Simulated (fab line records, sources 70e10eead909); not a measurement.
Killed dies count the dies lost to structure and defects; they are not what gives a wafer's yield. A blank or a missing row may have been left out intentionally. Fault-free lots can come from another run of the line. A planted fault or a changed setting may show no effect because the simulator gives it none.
The tool behind it: which one? | flow nand harc | 24 lots with 72 wafers sampled at 5 steps, on a route of 1302 steps

WHAT THE GAUGES READ, wafer by wafer
NHARC_A_SGD_CUT_OVL_MEAS_10. Usual: overlay x nm -0.1 nm, standard deviation 0.77; overlay y nm 0.1 nm, standard deviation 0.81.
lot  | measured     | on         | overlay x nm (nm) | overlay y nm (nm) | flag
L074 | day 19 08:33 | overlay-02 | 0.4 0.0 0.4       | 1.1 1.2 0.7       |
L075 | day 19 18:37 | overlay-02 | -0.3 0.1 0.0      | 0.5 0.0 0.7       |
L077 | day 20 09:28 | overlay-02 | 0.7 0.3 0.0       | 0.6 0.7 1.0       |
L076 | day 20 12:22 | overlay-02 | 1.2 0.7 1.6       | 0.9 1.1 1.4       |
L078 | day 20 09:38 | overlay-01 | 0.5 0.4 0.1       | 0.9 0.4 0.6       |
L079 | day 20 09:39 | overlay-02 | -0.6 -0.8 -0.8    | -0.7 -0.5 -0.2    |
L080 | day 21 06:47 | overlay-01 | -1.1 -0.7 -0.9    | 0.1 -0.5 -1.2     |
L082 | day 21 23:28 | overlay-02 | 0.7 0.4 0.5       | 0.0 0.2 -0.4      |
L081 | day 22 10:31 | overlay-02 | 0.0 0.1 0.6       | -0.2 -0.1 -0.7    |
L083 | day 23 00:26 | overlay-01 | 1.4 2.0 1.7       | 1.2 1.3 0.8       |
L084 | day 23 08:24 | overlay-02 | -0.7 0.1 0.0      | 0.7 0.4 0.1       |
L085 | day 23 14:34 | overlay-02 | 0.1 0.3 -0.3      | 1.1 1.1 2.1       |
L086 | day 23 14:38 | overlay-02 | -0.6 -0.4 -0.1    | 0.5 0.3 0.8       |
L087 | day 24 12:45 | overlay-02 | -0.7 -0.8 -0.3    | -2.2 -1.5 -1.6    |
L089 | day 25 03:44 | overlay-02 | -1.3 -1.3 -1.2    | -1.0 -0.7 -0.4    |
L088 | day 25 04:25 | overlay-01 | -0.9 -1.2 -1.4    | 0.5 0.7 1.1       |
L090 | day 26 00:23 | overlay-01 | 0.5 -0.2 0.0      | 0.6 0.7 0.8       |
L092 | day 26 08:10 | overlay-01 | -0.1 0.1 0.2      | -0.8 -1.3 -0.4    |
L091 | day 26 07:43 | overlay-02 | 0.0 -0.3 -0.2     | -0.4 -0.5 -0.5    |
L094 | day 27 02:43 | overlay-01 | 0.8 1.0 0.4       | 0.4 -0.4 0.2      |
L093 | day 27 02:34 | overlay-01 | 0.2 0.4 0.1       | -0.7 -0.6 -0.6    |
L096 | day 28 05:11 | overlay-01 | 0.1 0.2 0.6       | -0.3 -0.5 0.3     |
L095 | day 28 17:08 | overlay-02 | -1.1 -1.3 -1.4    | -0.4 -0.7 -1.3    |
L097 | day 29 10:37 | overlay-01 | -1.3 -1.7 -0.9    | -0.1 0.3 0.2      |

EACH LOT AND THE TOOL THAT RAN IT (in order: tool; ch and the chambers of the sampled wafers; start)
lot  | NHARC_A_STAIRCASE_ETCH_453                    | NHARC_A_STAIRCASE_STRIP_476        | NHARC_A_STAIRCASE_DEP_151       | NHARC_A_STAIRCASE_DEP_322
L074 | rie diel-07 ch 0,2,3, day 17 10:32 or earlier | rie diel-04 ch 0,2, day 17 10:32   | pecvd-04 ch 0,2, day 17 22:36   | pecvd-01 ch 1,2, day 18 06:21
L075 | rie diel-07 ch 1,2, day 17 18:24 or earlier   | rie diel-04 ch 0,1,3, day 17 18:24 | pecvd-04 ch 0,1, day 18 07:19   | pecvd-01 ch 0,1, day 18 17:49
L077 | rie diel-04 ch 0,3, day 18 07:02 or earlier   | rie diel-04 ch 0,1,2, day 18 07:02 | pecvd-02 ch 1,2, day 18 19:12   | pecvd-02 ch 0,1,2, day 19 05:50
L076 | rie diel-10 ch 0,1,3, day 18 07:40 or earlier | rie diel-10 ch 0,1,2, day 18 07:40 | pecvd-01 ch 0,1, day 18 19:06   | pecvd-04 ch 0,2, day 19 05:38
L078 | rie diel-04 ch 1,3, day 18 15:34 or earlier   | rie diel-04 ch 1,2,3, day 18 15:34 | pecvd-01 ch 0,1,2, day 19 05:02 | pecvd-02 ch 0,1, day 19 13:04
L079 | rie diel-07 ch 0,1,2, day 18 18:45 or earlier | rie diel-04 ch 0,1,3, day 18 18:45 | pecvd-02 ch 1,2, day 19 04:55   | pecvd-04 ch 0,1, day 19 13:04
L080 | rie diel-10 ch 0,2,3, day 19 11:59 or earlier | rie diel-07 ch 1,2,3, day 19 11:59 | pecvd-02 ch 0,1,2, day 19 23:12 | pecvd-01 ch 0,1,2, day 20 07:22
L082 | rie diel-07 ch 1,2,3, day 19 23:16 or earlier | rie diel-10 ch 0,1,2, day 19 23:16 | pecvd-02 ch 0,2, day 20 10:19   | pecvd-02 ch 0,1, day 20 19:08
L081 | rie diel-07 ch 0,3, day 20 09:55 or earlier   | rie diel-07 ch 1,2, day 20 09:55   | pecvd-04 ch 0,2, day 20 21:00   | pecvd-02 ch 0,2, day 21 05:27
L083 | rie diel-10 ch 0,1,2, day 20 23:57 or earlier | rie diel-04 ch 0,2,3, day 20 23:57 | pecvd-04 ch 0,1, day 21 12:46   | pecvd-04 ch 0,1, day 21 23:11
L084 | rie diel-04 ch 0,2,3, day 21 08:46 or earlier | rie diel-07 ch 0,1,3, day 21 08:46 | pecvd-04 ch 0,1,2, day 21 19:44 | pecvd-01 ch 0,1, day 22 05:46
L085 | rie diel-10 ch 0,1,2, day 21 17:36 or earlier | rie diel-10 ch 0,1,2, day 21 17:36 | pecvd-02 ch 0,1, day 22 04:50   | pecvd-02 ch 0,1, day 22 13:34
L086 | rie diel-07 ch 1,2, day 21 20:02 or earlier   | rie diel-10 ch 0,1,3, day 21 20:02 | pecvd-04 ch 0,1,2, day 22 04:35 | pecvd-04 ch 0,1,2, day 22 13:39
L087 | rie diel-10 ch 0,2,3, day 22 16:42 or earlier | rie diel-07 ch 1,2, day 22 16:42   | pecvd-02 ch 0,2, day 23 03:37   | pecvd-01 ch 0,1,2, day 23 11:34
L089 | rie diel-07 ch 1,2,3, day 23 05:27 or earlier | rie diel-10 ch 0,1,2, day 23 05:27 | pecvd-01 ch 0,1,2, day 23 16:36 | pecvd-04 ch 0,1,2, day 24 02:49
L088 | rie diel-07 ch 1,2, day 23 06:41 or earlier   | rie diel-10 ch 0,2, day 23 06:41   | pecvd-02 ch 0,2, day 23 16:36   | pecvd-02 ch 0,2, day 24 02:54
L090 | rie diel-07 ch 0,2,3, day 24 00:16 or earlier | rie diel-07 ch 1,2,3, day 24 00:16 | pecvd-02 ch 0,1,2, day 24 12:19 | pecvd-02 ch 1,2, day 24 22:06
L092 | rie diel-07 ch 2,3, day 24 10:07 or earlier   | rie diel-10 ch 0,2, day 24 10:07   | pecvd-04 ch 1,2, day 24 21:07   | pecvd-01 ch 0,1,2, day 25 04:37
L091 | rie diel-04 ch 0,2,3, day 24 10:53 or earlier | rie diel-10 ch 0,1,3, day 24 10:53 | pecvd-01 ch 0,1,2, day 24 21:13 | pecvd-02 ch 1,2, day 25 04:37
L094 | rie diel-10 ch 0,2,3, day 25 05:32 or earlier | rie diel-10 ch 0,2,3, day 25 05:32 | pecvd-01 ch 0,1,2, day 25 16:49 | pecvd-04 ch 0,1,2, day 26 01:44
L093 | rie diel-04 ch 0,1,2, day 25 07:38 or earlier | rie diel-07 ch 2,3, day 25 07:38   | pecvd-04 ch 0,1, day 25 16:32   | pecvd-01 ch 1,2, day 26 01:33
L096 | rie diel-04 ch 0,2,3, day 26 03:39 or earlier | rie diel-04 ch 1,2,3, day 26 03:39 | pecvd-01 ch 0,1,2, day 26 14:38 | pecvd-04 ch 0,1,2, day 26 22:20
L095 | rie diel-10 ch 2,3, day 26 13:02 or earlier   | rie diel-07 ch 0,1,2, day 26 13:02 | pecvd-01 ch 0,2, day 26 23:56   | pecvd-02 ch 0,2, day 27 08:06
L097 | rie diel-07 ch 0,1,3, day 27 08:16 or earlier | rie diel-07 ch 0,2,3, day 27 08:16 | pecvd-01 ch 0,2, day 27 19:25   | pecvd-02 ch 1,2, day 28 05:59
- NHARC_A_STAIRCASE_ETCH_453: etches the open film in CF4/O2, target depth 30 nm, overetch 3 nm, time 16.5 s.
- NHARC_A_STAIRCASE_STRIP_476: strips in O2, time 20 s.
- NHARC_A_STAIRCASE_DEP_151: deposits SiO2, target thk 7200 nm.
- NHARC_A_STAIRCASE_DEP_322: deposits SiO2, target thk 7200 nm.

WHAT THE TOOLS THEMSELVES READ (means of the sampled wafers that have a number; where no wafer has one, the mark that the record gives instead)
NHARC_A_STAIRCASE_ETCH_453. Usual: drypump motor current A 5.8 A, standard deviation 0.5; oes_f_703_au 1.000 a.u., standard deviation 0.0047; oes product au 1.002 a.u., standard deviation 0.0071; rf vpp V 197.4 V, standard deviation 1.4; showerhead plenum p Torr 1.31 Torr, standard deviation 0.052; throttle valve pct 13.397 %, standard deviation 0.0096.
lot  | tool        | drypump motor current A (A) | oes_f_703_au (a.u.) | oes product au (a.u.) | rf vpp V (V) | showerhead plenum p Torr (Torr) | throttle valve pct (%) | flag
L074 | rie diel-07 | 6.2                         | 0.999               | 1.004                 | 198.2        | 1.34                            | 13.393                 |
L075 | rie diel-07 | 5.8                         | 0.998               | 1.001                 | 197.8        | 1.32                            | 13.410                 |
L077 | rie diel-04 | 5.7                         | 0.999               | 0.999                 | 200.1        | 1.38                            | 13.402                 |
L076 | rie diel-10 | 5.7                         | 0.999               | 1.005                 | 197.9        | 1.31                            | 13.407                 |
L078 | rie diel-04 | 5.3                         | 0.999               | 0.994                 | 196.7        | 1.29                            | 13.404                 |
L079 | rie diel-07 | 6.0                         | 0.997               | 0.995                 | 197.4        | 1.34                            | 13.397                 |
L080 | rie diel-10 | 5.9                         | 1.001               | 1.000                 | 196.9        | 1.29                            | 13.383                 |
L082 | rie diel-07 | 5.9                         | 1.001               | 1.003                 | 196.8        | 1.30                            | 13.390                 |
L081 | rie diel-07 | 6.4                         | 0.998               | 0.998                 | 198.3        | 1.37                            | 13.399                 |
L083 | rie diel-10 | 5.8                         | 1.001               | 1.016                 | 196.1        | 1.29                            | 13.399                 |
L084 | rie diel-04 | 5.5                         | 1.000               | 1.000                 | 198.1        | 1.36                            | 13.403                 |
L085 | rie diel-10 | 5.8                         | 1.002               | 1.008                 | 197.5        | 1.29                            | 13.412                 |
L086 | rie diel-07 | 5.8                         | 1.000               | 0.999                 | 196.2        | 1.30                            | 13.402                 |
L087 | rie diel-10 | 5.9                         | 0.997               | 1.005                 | 196.2        | 1.29                            | 13.391                 |
L089 | rie diel-07 | 5.9                         | 1.000               | 1.001                 | 196.8        | 1.30                            | 13.395                 |
L088 | rie diel-07 | 5.8                         | 1.001               | 0.995                 | 197.5        | 1.30                            | 13.396                 |
L090 | rie diel-07 | 6.2                         | 1.002               | 1.005                 | 197.9        | 1.33                            | 13.394                 |
L092 | rie diel-07 | 6.0                         | 0.998               | 0.999                 | 197.2        | 1.29                            | 13.395                 |
L091 | rie diel-04 | 5.5                         | 0.999               | 1.003                 | 198.6        | 1.35                            | 13.406                 |
L094 | rie diel-10 | 5.9                         | 1.002               | 1.003                 | 196.1        | 1.29                            | 13.401                 |
L093 | rie diel-04 | 5.1                         | 1.000               | 1.002                 | 197.2        | 1.32                            | 13.389                 |
L096 | rie diel-04 | 5.5                         | 1.006               | 1.002                 | 198.0        | 1.35                            | 13.399                 |
L095 | rie diel-10 | 5.6                         | 0.996               | 1.005                 | 195.8        | 1.26                            | 13.394                 |
L097 | rie diel-07 | 6.1                         | 0.997               | 1.013                 | 197.3        | 1.32                            | 13.389                 |

NHARC_A_STAIRCASE_STRIP_476. Usual: drypump motor current A 5.7 A, standard deviation 0.5; oes product au 1.001 a.u., standard deviation 0.0062; rf vpp V 57.6 V, standard deviation 0.94; showerhead plenum p Torr 3.46 Torr, standard deviation 0.13; throttle valve pct 17.036 %, standard deviation 0.0096.
lot  | tool        | drypump motor current A (A) | oes product au (a.u.) | rf vpp V (V) | showerhead plenum p Torr (Torr) | throttle valve pct (%) | flag
L074 | rie diel-04 | 5.0                         | 1.001                 | 58.6         | 3.66                            | 17.043                 |
L075 | rie diel-04 | 5.3                         | 1.003                 | 57.9         | 3.56                            | 17.034                 |
L077 | rie diel-04 | 5.1                         | 0.995                 | 57.6         | 3.51                            | 17.033                 |
L076 | rie diel-10 | 5.8                         | 0.998                 | 56.9         | 3.42                            | 17.034                 |
L078 | rie diel-04 | 5.6                         | 0.991                 | 57.5         | 3.45                            | 17.034                 |
L079 | rie diel-04 | 5.2                         | 0.996                 | 57.9         | 3.56                            | 17.028                 |
L080 | rie diel-07 | 5.9                         | 1.001                 | 57.0         | 3.44                            | 17.034                 |
L082 | rie diel-10 | 5.8                         | 1.008                 | 57.4         | 3.42                            | 17.038                 |
L081 | rie diel-07 | 5.8                         | 0.994                 | 57.7         | 3.47                            | 17.037                 |
L083 | rie diel-04 | 5.5                         | 0.992                 | 57.5         | 3.59                            | 17.029                 |
L084 | rie diel-07 | 6.1                         | 1.006                 | 58.1         | 3.51                            | 17.032                 |
L085 | rie diel-10 | 5.8                         | 1.010                 | 57.5         | 3.41                            | 17.028                 |
L086 | rie diel-10 | 5.7                         | 1.004                 | 57.3         | 3.44                            | 17.039                 |
L087 | rie diel-07 | 5.8                         | 0.999                 | 57.6         | 3.45                            | 17.036                 |
L089 | rie diel-10 | 5.8                         | 1.001                 | 57.7         | 3.40                            | 17.036                 |
L088 | rie diel-10 | 6.1                         | 1.000                 | 56.6         | 3.38                            | 17.037                 |
L090 | rie diel-07 | 5.9                         | 0.996                 | 57.1         | 3.43                            | 17.035                 |
L092 | rie diel-10 | 6.2                         | 1.009                 | 58.1         | 3.44                            | 17.030                 |
L091 | rie diel-10 | 5.7                         | 1.003                 | 57.1         | 3.43                            | 17.038                 |
L094 | rie diel-10 | 5.9                         | 1.003                 | 57.8         | 3.39                            | 17.046                 |
L093 | rie diel-07 | 6.0                         | 1.000                 | 57.2         | 3.43                            | 17.052                 |
L096 | rie diel-04 | 5.6                         | 1.004                 | 57.6         | 3.42                            | 17.044                 |
L095 | rie diel-07 | 6.0                         | 1.000                 | 57.6         | 3.52                            | 17.032                 |
L097 | rie diel-07 | 6.1                         | 1.001                 | 57.8         | 3.50                            | 17.035                 |

NHARC_A_STAIRCASE_DEP_151. Usual: 716 W for heater power w, sd 100.
lot  | tool     | heater power w (W) | flag
L074 | pecvd-04 | 754                |
L075 | pecvd-04 | 662                |
L077 | pecvd-02 | 661                |
L076 | pecvd-01 | 827                |
L078 | pecvd-01 | 716                |
L079 | pecvd-02 | 692                |
L080 | pecvd-02 | 671                |
L082 | pecvd-02 | 763                |
L081 | pecvd-04 | 735                |
L083 | pecvd-04 | 770                |
L084 | pecvd-04 | 733                |
L085 | pecvd-02 | 733                |
L086 | pecvd-04 | 749                |
L087 | pecvd-02 | 722                |
L089 | pecvd-01 | 741                |
L088 | pecvd-02 | 685                |
L090 | pecvd-02 | 660                |
L092 | pecvd-04 | 756                |
L091 | pecvd-01 | 672                |
L094 | pecvd-01 | 642                |
L093 | pecvd-04 | 716                |
L096 | pecvd-01 | 741                |
L095 | pecvd-01 | 765                |
L097 | pecvd-01 | 652                |

NHARC_A_STAIRCASE_DEP_322. Usual: 720 W for heater power w, sd 100.
lot  | tool     | heater power w (W) | flag
L074 | pecvd-01 | 725                |
L075 | pecvd-01 | 736                |
L077 | pecvd-02 | 688                |
L076 | pecvd-04 | 783                |
L078 | pecvd-02 | 692                |
L079 | pecvd-04 | 715                |
L080 | pecvd-01 | 677                |
L082 | pecvd-02 | 729                |
L081 | pecvd-02 | 725                |
L083 | pecvd-04 | 732                |
L084 | pecvd-01 | 730                |
L085 | pecvd-02 | 732                |
L086 | pecvd-04 | 727                |
L087 | pecvd-01 | 676                |
L089 | pecvd-04 | 830                |
L088 | pecvd-02 | 725                |
L090 | pecvd-02 | 646                |
L092 | pecvd-01 | 718                |
L091 | pecvd-02 | 623                |
L094 | pecvd-04 | 684                |
L093 | pecvd-01 | 632                |
L096 | pecvd-04 | 819                |
L095 | pecvd-02 | 813                |
L097 | pecvd-02 | 691                |

THE ANSWER, worked out from the rows above alone
Rule: take the mean of a lot's wafers that have a number; if it is more than 3 standard deviations from the usual mean, the lot is off. Also off: a lot with no number at a reading for which 4 or more lots have one. Where the step has rows for the other lots, those lots are counted as sound. Order of review: gauges by route order, followed by the tools' own readings, for which a lot's mean as printed above is used. The first step at which some lot is off is used, and at that step the reading that is off furthest; a lot without a number counts as furthest.
No lot is off on any of the readings shown, so nothing can be concluded from this.

WHAT THE SIMULATOR HAD PUT IN
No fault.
